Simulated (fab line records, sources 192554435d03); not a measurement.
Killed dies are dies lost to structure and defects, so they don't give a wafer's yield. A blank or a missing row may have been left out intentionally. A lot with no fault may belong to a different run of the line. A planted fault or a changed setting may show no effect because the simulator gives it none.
Chamber matching	flow n5_finfet	4 sister chambers for N5_HKMG_FIN_STRIP_89 on rie_diel-05
The step strips SOC in N2/H2, time 20 s. 8 wafers are shown with their chamber, then 7 later ones without.

WAFERS, EACH WITH ITS CHAMBER
wafer	chamber	throttle_valve_pct (%)	showerhead_plenum_p_Torr (Torr)
L079.5	0	19.4	3.19
L085.1	2	18.3	3.40
L085.5	3	19.2	3.37
L090.1	1	18.5	3.32
L090.4	2	18.4	3.39
L090.5	3	19.2	3.37
L091.2	0	19.4	3.18
L091.3	1	18.5	3.32

WAFERS WITH NO CHAMBER GIVEN
wafer	throttle_valve_pct (%)	showerhead_plenum_p_Torr (Torr)
L091.4	19.2	3.37
L092.2	19.2	3.37
L092.5	18.4	3.39
L092.6	19.2	3.37
L096.3	19.2	3.36
L096.4	19.2	3.36
L096.5	18.5	3.32

CHAMBER TAKEN BY EACH
wafer	from the rows above	in truth
L091.4	3	3
L092.2	3	3
L092.5	2	2
L092.6	3	3
L096.3	3	3
L096.4	3	3
L096.5	1	1
Placed correctly: 7 of 7. Left unplaced by these rows: 0. Wrongly placed: 0.
How it was worked out, from the rows above alone: a wafer's distance from a chamber is the root of the sum, over the readings, of the square of ((its reading less the chamber's mean) divided by the reading's scatter). The wafer belongs to the nearest chamber; if the next one is less than 2 further off, it can't be placed. Each chamber's mean is taken over the wafers shown for it. The scatter is the square root of a quotient: the sum, over the shown wafers, of each reading's squared deviation from its chamber's mean, divided by wafers minus chambers.
